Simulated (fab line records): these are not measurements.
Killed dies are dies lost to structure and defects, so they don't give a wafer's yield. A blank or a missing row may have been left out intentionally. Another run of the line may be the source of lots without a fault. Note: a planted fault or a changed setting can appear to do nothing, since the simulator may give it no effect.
Matching of chambers + flow n5 finfet + N5_MIM_TOP_ALD_00 on ald hk-03 has 4 sister chambers
The step deposits Al2O3, purge time 3 s, co reactant pulse time 3 s. 8 wafers are shown with their chamber, then 7 later ones without.

EACH WAFER AND ITS CHAMBER
| wafer  | chamber | precursor pulse height rel |
|--------|---------|----------------------------|
| L075.4 | 3       | 1.008                      |
| L078.4 | 2       | 0.987                      |
| L078.6 | 1       | 0.987                      |
| L080.1 | 1       | 0.995                      |
| L080.3 | 2       | 1.000                      |
| L080.4 | 3       | 1.008                      |
| L086.4 | 0       | 1.009                      |
| L086.5 | 0       | 1.018                      |

WAFERS WITH NO CHAMBER GIVEN
| wafer  | precursor pulse height rel |
|--------|----------------------------|
| L086.6 | 1.010                      |
| L093.1 | 0.985                      |
| L093.2 | 1.021                      |
| L093.4 | 1.020                      |
| L094.2 | 1.000                      |
| L094.5 | 1.004                      |
| L094.6 | 0.990                      |

EACH ONE'S CHAMBER
| wafer  | from the rows above               | in truth |
|--------|-----------------------------------|----------|
| L086.6 | can't be placed: 3 or 0           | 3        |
| L093.1 | can't be placed: 1 or 2           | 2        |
| L093.2 | can't be placed: 0 or 3           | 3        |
| L093.4 | can't be placed: 0 or 3           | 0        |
| L094.2 | can't be placed: 2 or 3 or 1 or 0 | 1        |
| L094.5 | can't be placed: 3 or 0 or 2 or 1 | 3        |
| L094.6 | can't be placed: 1 or 2           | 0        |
Correctly placed: 0 of 7. Not placeable from these rows: 7 (in 6, the candidates include the true chamber). 0 placed wrongly.
How it was worked out, from the rows above alone: a wafer's distance from a chamber is the root of the sum, over the readings, of the square of ((its reading less the chamber's mean) divided by the reading's scatter). The wafer belongs to the nearest chamber; if the next one is less than 2 further off, it can't be placed. The mean given for a chamber averages the wafers shown for that chamber. How the scatter is found: for the shown wafers, subtract from each reading the mean of its chamber, square and add these, divide the total by (wafers less chambers), then take the root.
